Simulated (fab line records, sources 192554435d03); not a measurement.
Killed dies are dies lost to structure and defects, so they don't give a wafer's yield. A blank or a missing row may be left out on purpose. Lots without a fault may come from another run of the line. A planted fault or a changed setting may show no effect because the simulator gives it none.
Chamber matching | flow n5_finfet | N5_BEOL_M1_ALD_84 on ald_metal-04: 4 sister chambers
The step deposits TaN, pulse time 2 s, purge time 3 s, co reactant purge time 2 s. 4 wafers are shown with their chamber, then 7 later ones without.

WAFERS WITH THEIR CHAMBER
wafer  | chamber | heater_power_w (W)
L868.3 | 0       | 410
L868.6 | 1       | 442
L882.5 | 2       | 493
L881.5 | 3       | 364

WAFERS WITHOUT THEIR CHAMBER
wafer  | heater_power_w (W)
L881.6 | 425
L887.2 | 368
L887.4 | 435
L887.5 | 496
L888.1 | 500
L888.4 | 422
L888.5 | 478

WHICH CHAMBER EACH WENT THROUGH
wafer  | from the rows above     | in truth
L881.6 | can't be placed: 0 or 1 | 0
L887.2 | 3                       | 3
L887.4 | can't be placed: 1 or 0 | 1
L887.5 | 2                       | 2
L888.1 | 2                       | 2
L888.4 | can't be placed: 0 or 1 | 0
L888.5 | 2                       | 2
Placed correctly: 4 of 7. Can't be placed from these rows: 3 (the true chamber is among the candidates in 3). Placed wrongly: 0.
How it was worked out, from the rows above alone: a wafer's distance from a chamber is the root of the sum, over the readings, of the square of ((its reading less the chamber's mean) divided by the reading's scatter). The wafer belongs to the nearest chamber; if the next one is less than 2 further off, it can't be placed. A chamber's mean is the mean of its shown wafers. The scatter: with one shown wafer a chamber, the root of the mean of the squares of how far each hidden wafer lies from its nearest shown one.
